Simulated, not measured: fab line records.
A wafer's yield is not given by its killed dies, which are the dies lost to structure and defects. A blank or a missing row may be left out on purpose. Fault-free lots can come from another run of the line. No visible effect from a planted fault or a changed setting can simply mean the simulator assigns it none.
What tool caused it? | flow n5_finfet | Sampling: 24 lots, 72 wafers, 5 of 1938 route steps

WHAT THE GAUGES READ, wafer by wafer
N5_BEOL_M7_CD_MEAS_11: target cd 38.5 nm. Usual: cd_nm reads 38.6 nm (standard deviation 0.44).
lot  | measured     | on        | cd_nm (nm)     | flag
L075 | day 8 23:20  | cd_sem-03 | 39.5 39.1 38.6 |
L074 | day 8 23:44  | cd_sem-01 | 38.6 38.2 38.7 |
L076 | day 9 08:01  | cd_sem-01 | 38.5 38.3 38.6 |
L077 | day 9 14:18  | cd_sem-03 | 38.5 38.8 38.5 |
L078 | day 9 19:48  | cd_sem-01 | 38.1 38.5 38.1 |
L079 | day 10 07:56 | cd_sem-02 | 39.3 38.8 38.7 |
L080 | day 10 09:04 | cd_sem-02 | 38.6 38.4 37.9 |
L081 | day 11 02:24 | cd_sem-03 | 38.8 38.2 37.7 |
L082 | day 11 02:34 | cd_sem-02 | 39.0 38.3 38.8 |
L083 | day 11 14:05 | cd_sem-02 | 38.5 38.4 38.5 |
L086 | day 11 17:44 | cd_sem-02 | 38.9 38.6 38.7 |
L085 | day 11 17:59 | cd_sem-02 | 38.3 37.8 37.8 |
L084 | day 11 18:18 | cd_sem-02 | 38.1 38.6 38.3 |
L087 | day 12 03:17 | cd_sem-01 | 39.5 39.2 38.9 |
L089 | day 12 14:39 | cd_sem-03 | 38.8 39.2 38.4 |
L088 | day 12 14:41 | cd_sem-02 | 38.0 38.1 38.8 |
L091 | day 12 22:58 | cd_sem-02 | 38.6 38.4 38.6 |
L092 | day 13 04:00 | cd_sem-02 | 37.9 38.7 38.9 |
L090 | day 13 05:01 | cd_sem-03 | 38.6 38.7 38.8 |
L094 | day 14 07:08 | cd_sem-02 | 38.0 38.0 38.2 |
L093 | day 14 07:34 | cd_sem-02 | 37.7 38.7 38.7 |
L095 | day 14 09:11 | cd_sem-02 | 38.1 38.0 38.6 |
L096 | day 14 10:03 | cd_sem-03 | 38.5 38.3 38.1 |
L097 | day 14 10:26 | cd_sem-03 | 38.9 39.2 39.5 |

N5_BEOL_M7_INSPECT_13: inspects for defects (brightfield). Usual: raw_defect_count reads 376 (standard deviation 84).
lot  | measured     | on                | raw_defect_count | flag
L075 | day 8 23:23  | defect_inspect-02 | 292 343 228      |
L074 | day 8 23:47  | defect_inspect-01 | 481 433 367      |
L076 | day 9 08:05  | defect_inspect-02 | 343 355 357      |
L077 | day 9 14:21  | defect_inspect-01 | 360 348 435      |
L078 | day 9 19:51  | defect_inspect-01 | 294 297 283      |
L079 | day 10 07:59 | defect_inspect-01 | 569 368 434      |
L080 | day 10 09:07 | defect_inspect-01 | 284 238 304      |
L081 | day 11 02:27 | defect_inspect-01 | 457 424 293      |
L082 | day 11 02:37 | defect_inspect-02 | 207 423 337      |
L083 | day 11 14:08 | defect_inspect-02 | 527 397 263      |
L086 | day 11 17:47 | defect_inspect-01 | 339 243 383      |
L085 | day 11 18:02 | defect_inspect-01 | 305 383 429      |
L084 | day 11 18:21 | defect_inspect-02 | 508 413 447      |
L087 | day 12 03:20 | defect_inspect-02 | 507 291 319      |
L089 | day 12 14:42 | defect_inspect-02 | 339 440 387      |
L088 | day 12 14:44 | defect_inspect-02 | 514 490 509      |
L091 | day 12 23:01 | defect_inspect-01 | 258 257 186      |
L092 | day 13 04:04 | defect_inspect-02 | 389 277 363      |
L090 | day 13 05:04 | defect_inspect-02 | 418 400 421      |
L094 | day 14 07:11 | defect_inspect-01 | 396 339 397      |
L093 | day 14 07:37 | defect_inspect-02 | 388 383 385      |
L095 | day 14 09:14 | defect_inspect-02 | 391 402 439      |
L096 | day 14 10:07 | defect_inspect-02 | 453 477 516      |
L097 | day 14 10:29 | defect_inspect-02 | 639 379 331      |

N5_BEOL_M8_OVL_MEAS_12. Usual: M8_OVL gives -0.4 nm (standard deviation 0.71).
lot  | measured     | on         | M8_OVL (nm)    | flag
L075 | day 9 07:32  | overlay-01 | -0.1 0.0 0.8   |
L074 | day 9 07:43  | overlay-01 | -0.4 -0.2 0.6  |
L076 | day 9 16:27  | overlay-02 | -1.0 -0.1 -0.9 |
L077 | day 9 20:19  | overlay-01 | -0.7 -0.3 1.0  |
L078 | day 10 10:35 | overlay-01 | -2.0 -1.2 -1.2 |
L079 | day 10 16:52 | overlay-01 | -0.8 -0.9 -1.2 |
L080 | day 10 18:23 | overlay-01 | -1.3 -1.6 -1.4 |
L081 | day 11 14:12 | overlay-01 | 0.2 0.1 -1.5   |
L082 | day 11 14:16 | overlay-01 | -0.3 0.5 -0.6  |
L083 | day 11 20:32 | overlay-02 | -1.1 -0.7 -1.2 |
L086 | day 12 00:17 | overlay-02 | 0.0 -0.3 -0.1  |
L085 | day 12 03:14 | overlay-01 | -0.4 -0.3 -0.5 |
L084 | day 12 04:20 | overlay-01 | -1.3 -1.4 -1.0 |
L087 | day 12 10:48 | overlay-01 | 1.0 -0.5 0.6   |
L089 | day 12 23:21 | overlay-02 | -1.1 -1.5 -0.3 |
L088 | day 13 01:38 | overlay-02 | -1.1 -1.5 -0.9 |
L091 | day 13 04:57 | overlay-02 | -0.5 0.0 -0.1  |
L092 | day 13 10:44 | overlay-02 | 0.0 0.2 0.3    |
L090 | day 13 12:02 | overlay-02 | 0.3 -0.1 -0.5  |
L094 | day 14 16:50 | overlay-02 | 0.4 0.5 0.9    |
L093 | day 14 17:13 | overlay-01 | -1.4 -0.4 -1.5 |
L095 | day 14 17:40 | overlay-01 | 0.1 -0.8 -0.6  |
L096 | day 14 17:50 | overlay-02 | 0.5 1.3 1.0    |
L097 | day 14 17:29 | overlay-02 | 0.9 0.3 -0.3   |

N5_BEOL_M8_INSPECT_13: inspects for defects (brightfield). Usual: raw_defect_count reads 384 (standard deviation 94).
lot  | measured     | on                | raw_defect_count | flag
L075 | day 9 07:34  | defect_inspect-02 | 408 336 420      |
L074 | day 9 07:44  | defect_inspect-02 | 334 297 370      |
L076 | day 9 16:29  | defect_inspect-02 | 533 587 530      |
L077 | day 9 20:20  | defect_inspect-01 | 261 291 265      |
L078 | day 10 10:36 | defect_inspect-01 | 331 346 340      |
L079 | day 10 16:53 | defect_inspect-01 | 344 267 481      |
L080 | day 10 18:25 | defect_inspect-02 | 392 378 272      |
L081 | day 11 14:13 | defect_inspect-02 | 469 433 350      |
L082 | day 11 14:18 | defect_inspect-02 | 404 356 331      |
L083 | day 11 20:34 | defect_inspect-02 | 465 508 364      |
L086 | day 12 00:19 | defect_inspect-01 | 268 351 425      |
L085 | day 12 03:15 | defect_inspect-02 | 396 310 347      |
L084 | day 12 04:22 | defect_inspect-02 | 424 580 621      |
L087 | day 12 10:49 | defect_inspect-02 | 306 325 302      |
L089 | day 12 23:23 | defect_inspect-02 | 380 315 412      |
L088 | day 13 01:40 | defect_inspect-02 | 429 396 348      |
L091 | day 13 04:58 | defect_inspect-02 | 563 419 588      |
L092 | day 13 10:45 | defect_inspect-02 | 277 335 334      |
L090 | day 13 12:04 | defect_inspect-01 | 408 415 375      |
L094 | day 14 16:52 | defect_inspect-01 | 359 309 383      |
L093 | day 14 17:15 | defect_inspect-01 | 277 260 268      |
L095 | day 14 17:41 | defect_inspect-01 | 416 463 454      |
L096 | day 14 17:52 | defect_inspect-01 | 393 482 496      |
L097 | day 14 17:30 | defect_inspect-01 | 447 377 290      |

WHICH TOOL RAN EACH LOT (tool, then ch and the chambers of the sampled wafers, then the start)
lot  | N5_BEOL_M8_HM_DEP_02
L075 | pvd_sputter-02, day 9 07:01
L074 | pvd_sputter-01, day 9 07:03
L076 | pvd_sputter-02, day 9 15:55
L077 | pvd_sputter-01, day 9 19:47
L078 | pvd_sputter-02, day 10 10:03
L079 | pvd_sputter-02, day 10 16:20
L080 | pvd_sputter-03, day 10 17:52
L081 | pvd_sputter-03, day 11 13:40
L082 | pvd_sputter-03, day 11 13:52
L083 | pvd_sputter-03, day 11 20:08
L086 | pvd_sputter-03, day 11 23:46
L085 | pvd_sputter-01, day 12 02:50
L084 | pvd_sputter-01, day 12 03:49
L087 | pvd_sputter-03, day 12 10:16
L089 | pvd_sputter-03, day 12 22:49
L088 | pvd_sputter-01, day 13 01:14
L091 | pvd_sputter-02, day 13 04:25
L092 | pvd_sputter-01, day 13 10:19
L090 | pvd_sputter-03, day 13 11:31
L094 | pvd_sputter-02, day 14 16:26
L093 | pvd_sputter-02, day 14 16:41
L095 | pvd_sputter-02, day 14 17:08
L096 | pvd_sputter-02, day 14 17:19
L097 | pvd_sputter-02, day 14 16:57
- N5_BEOL_M8_HM_DEP_02: deposits TiN, target thk 20 nm.

AS READ BY THE TOOLS THEMSELVES (means over the sampled wafers that have a number; for cases with no such wafer, the mark the record gives instead)
N5_BEOL_M8_HM_DEP_02. Usual: throttle_valve_pct reads 30.0 % (standard deviation 0.41).
lot  | tool           | throttle_valve_pct (%) | flag
L075 | pvd_sputter-02 | 30.1                   |
L074 | pvd_sputter-01 | 30.1                   |
L076 | pvd_sputter-02 | 30.2                   |
L077 | pvd_sputter-01 | 30.1                   |
L078 | pvd_sputter-02 | 30.2                   |
L079 | pvd_sputter-02 | 30.1                   |
L080 | pvd_sputter-03 | 30.1                   |
L081 | pvd_sputter-03 | 29.9                   |
L082 | pvd_sputter-03 | 29.8                   |
L083 | pvd_sputter-03 | 30.1                   |
L086 | pvd_sputter-03 | 29.6                   |
L085 | pvd_sputter-01 | 29.8                   |
L084 | pvd_sputter-01 | 30.1                   |
L087 | pvd_sputter-03 | 30.1                   |
L089 | pvd_sputter-03 | 30.2                   |
L088 | pvd_sputter-01 | 30.2                   |
L091 | pvd_sputter-02 | 30.0                   |
L092 | pvd_sputter-01 | 29.8                   |
L090 | pvd_sputter-03 | 30.2                   |
L094 | pvd_sputter-02 | 30.3                   |
L093 | pvd_sputter-02 | 30.3                   |
L095 | pvd_sputter-02 | 29.9                   |
L096 | pvd_sputter-02 | 30.0                   |
L097 | pvd_sputter-02 | 30.5                   |

THE ANSWER, worked out from the rows above alone
Rule: a lot is off if the mean of its wafers that have a number lies more than 3 standard deviations from the usual mean. A lot without any number at a reading at which 4 lots or more have one is off too. Any other lot the step has rows for is counted as sound. First the gauges in route order, then the tools' own readings, where a lot's mean is used as printed above. The first step at which some lot is off is used, and at that step the reading that is off furthest; a lot without a number counts as furthest.
Across all readings shown, no lot is off: no conclusion can be drawn from this.

WHAT THE SIMULATOR HAD INSERTED
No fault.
